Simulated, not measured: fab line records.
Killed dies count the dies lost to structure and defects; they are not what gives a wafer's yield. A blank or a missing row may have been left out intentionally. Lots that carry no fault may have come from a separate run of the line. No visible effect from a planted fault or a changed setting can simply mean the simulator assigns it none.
What tool caused it? || flow nand_harc || 24 lots, 72 wafers sampled, at 1 step of a route of 1159

## WHAT THE GAUGES READ, wafer by wafer
NHARC_A_CONTACT_CD_MEAS_80. Usual: 189.4 nm for cd_nm, sd 0.77.
{"lot": "L078", "measured": "day 17 04:07", "on": "cd_sem-03", "cd_nm (nm)": "188.7 189.6 189.6", "flag": ""}
{"lot": "L079", "measured": "day 17 09:16", "on": "cd_sem-02", "cd_nm (nm)": "189.6 190.5 190.3", "flag": ""}
{"lot": "L076", "measured": "day 17 09:38", "on": "cd_sem-03", "cd_nm (nm)": "189.4 190.0 189.8", "flag": ""}
{"lot": "L075", "measured": "day 17 11:26", "on": "cd_sem-03", "cd_nm (nm)": "188.4 188.8 188.9", "flag": ""}
{"lot": "L074", "measured": "day 17 15:15", "on": "cd_sem-03", "cd_nm (nm)": "189.4 188.6 190.3", "flag": ""}
{"lot": "L077", "measured": "day 17 15:31", "on": "cd_sem-01", "cd_nm (nm)": "189.0 189.4 189.0", "flag": ""}
{"lot": "L080", "measured": "day 18 03:38", "on": "cd_sem-02", "cd_nm (nm)": "189.1 190.4 189.5", "flag": ""}
{"lot": "L083", "measured": "day 18 15:56", "on": "cd_sem-01", "cd_nm (nm)": "188.1 188.8 188.7", "flag": ""}
{"lot": "L082", "measured": "day 18 21:37", "on": "cd_sem-03", "cd_nm (nm)": "190.6 190.5 190.9", "flag": ""}
{"lot": "L084", "measured": "day 19 02:40", "on": "cd_sem-03", "cd_nm (nm)": "189.1 188.8 189.4", "flag": ""}
{"lot": "L081", "measured": "day 19 04:02", "on": "cd_sem-01", "cd_nm (nm)": "191.0 190.7 190.7", "flag": ""}
{"lot": "L085", "measured": "day 19 13:00", "on": "cd_sem-02", "cd_nm (nm)": "188.6 188.6 189.0", "flag": ""}
{"lot": "L089", "measured": "day 19 14:02", "on": "cd_sem-01", "cd_nm (nm)": "188.6 188.6 188.8", "flag": ""}
{"lot": "L087", "measured": "day 20 05:45", "on": "cd_sem-02", "cd_nm (nm)": "189.7 190.3 189.9", "flag": ""}
{"lot": "L086", "measured": "day 20 07:46", "on": "cd_sem-02", "cd_nm (nm)": "190.2 189.9 189.8", "flag": ""}
{"lot": "L088", "measured": "day 20 17:40", "on": "cd_sem-02", "cd_nm (nm)": "188.6 188.8 189.1", "flag": ""}
{"lot": "L090", "measured": "day 20 18:38", "on": "cd_sem-02", "cd_nm (nm)": "189.4 189.7 190.0", "flag": ""}
{"lot": "L091", "measured": "day 20 23:16", "on": "cd_sem-02", "cd_nm (nm)": "189.4 189.5 189.5", "flag": ""}
{"lot": "L092", "measured": "day 20 23:49", "on": "cd_sem-01", "cd_nm (nm)": "190.3 190.0 190.9", "flag": ""}
{"lot": "L094", "measured": "day 21 14:32", "on": "cd_sem-03", "cd_nm (nm)": "188.3 188.9 188.6", "flag": ""}
{"lot": "L093", "measured": "day 21 14:49", "on": "cd_sem-02", "cd_nm (nm)": "189.6 189.8 189.5", "flag": ""}
{"lot": "L097", "measured": "day 22 04:04", "on": "cd_sem-01", "cd_nm (nm)": "189.7 189.1 189.6", "flag": ""}
{"lot": "L095", "measured": "day 22 04:58", "on": "cd_sem-03", "cd_nm (nm)": "189.7 189.6 189.6", "flag": ""}
{"lot": "L096", "measured": "day 22 09:19", "on": "cd_sem-01", "cd_nm (nm)": "188.5 189.3 188.5", "flag": ""}

## TOOL THAT RAN EACH LOT (tool first, then ch and the chambers of the sampled wafers, then the start)
There is no process step in the record ahead of these readings.

## WHAT THE TOOLS THEMSELVES READ (means of the sampled wafers that have a number; where no wafer has one, the mark that the record gives instead)
The record holds no such reading with a usual standard deviation.

## THE ANSWER, worked out from the rows above alone
Rule: lot off if the mean of its wafers having a number is beyond 3 standard deviations from the usual mean. A lot without any number at a reading at which 4 lots or more have one is off too. All remaining lots with rows at the step are treated as sound. The gauges are gone through in route order, then the tools' own readings, and for those a lot's mean is taken as printed above. At the first step where some lot is off, the reading lying furthest off is the one used; lots without a number count as furthest.
None of the lots is off at any reading shown; this tells nothing.

## WHAT THE SIMULATOR PUT IN
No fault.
